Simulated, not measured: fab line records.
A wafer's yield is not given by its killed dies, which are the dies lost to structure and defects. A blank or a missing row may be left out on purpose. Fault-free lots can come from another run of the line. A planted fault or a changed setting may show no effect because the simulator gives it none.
Matching of chambers || flow n5-finfet || N5_BEOL_M12_ETCH_38 on rie-diel-06: 4 sister chambers
The step etches SiCN in CF4/N2, target depth 68.7 nm, time 73.4 s. 4 wafers are shown with their chamber, then 10 later ones without.

== WAFERS, EACH WITH ITS CHAMBER ==
{"wafer": "L084.4", "chamber": 3, "showerhead-plenum-p-Torr (Torr)": 2.19}
{"wafer": "L084.5", "chamber": 1, "showerhead-plenum-p-Torr (Torr)": 2.33}
{"wafer": "L085.2", "chamber": 2, "showerhead-plenum-p-Torr (Torr)": 2.24}
{"wafer": "L085.4", "chamber": 0, "showerhead-plenum-p-Torr (Torr)": 2.09}

== WAFERS MISSING THEIR CHAMBER ==
{"wafer": "L085.6", "showerhead-plenum-p-Torr (Torr)": 2.09}
{"wafer": "L094.1", "showerhead-plenum-p-Torr (Torr)": 2.18}
{"wafer": "L094.3", "showerhead-plenum-p-Torr (Torr)": 2.23}
{"wafer": "L094.5", "showerhead-plenum-p-Torr (Torr)": 2.23}
{"wafer": "L093.1", "showerhead-plenum-p-Torr (Torr)": 2.23}
{"wafer": "L093.3", "showerhead-plenum-p-Torr (Torr)": 2.32}
{"wafer": "L093.4", "showerhead-plenum-p-Torr (Torr)": 2.18}
{"wafer": "L096.1", "showerhead-plenum-p-Torr (Torr)": 2.18}
{"wafer": "L096.4", "showerhead-plenum-p-Torr (Torr)": 2.23}
{"wafer": "L096.6", "showerhead-plenum-p-Torr (Torr)": 2.32}

== EACH ONE'S CHAMBER ==
{"wafer": "L085.6", "from the rows above": 0, "in truth": 0}
{"wafer": "L094.1", "from the rows above": 3, "in truth": 3}
{"wafer": "L094.3", "from the rows above": 2, "in truth": 2}
{"wafer": "L094.5", "from the rows above": 2, "in truth": 2}
{"wafer": "L093.1", "from the rows above": 2, "in truth": 2}
{"wafer": "L093.3", "from the rows above": 1, "in truth": 1}
{"wafer": "L093.4", "from the rows above": 3, "in truth": 3}
{"wafer": "L096.1", "from the rows above": 3, "in truth": 3}
{"wafer": "L096.4", "from the rows above": 2, "in truth": 2}
{"wafer": "L096.6", "from the rows above": 1, "in truth": 1}
Correct placement for 10 of the 10. Left unplaced by these rows: 0. Placed wrongly: 0.
How it was worked out, from the rows above alone: a wafer's distance from a chamber is the root of the sum, over the readings, of the square of ((its reading less the chamber's mean) divided by the reading's scatter). If the next closest chamber is less than 2 further off than the closest, the wafer can't be placed; otherwise it belongs to the closest. A chamber's mean is the mean of its shown wafers. The scatter (one wafer shown for each chamber): square how far every hidden wafer sits from the nearest shown wafer, average those squares and take the square root.
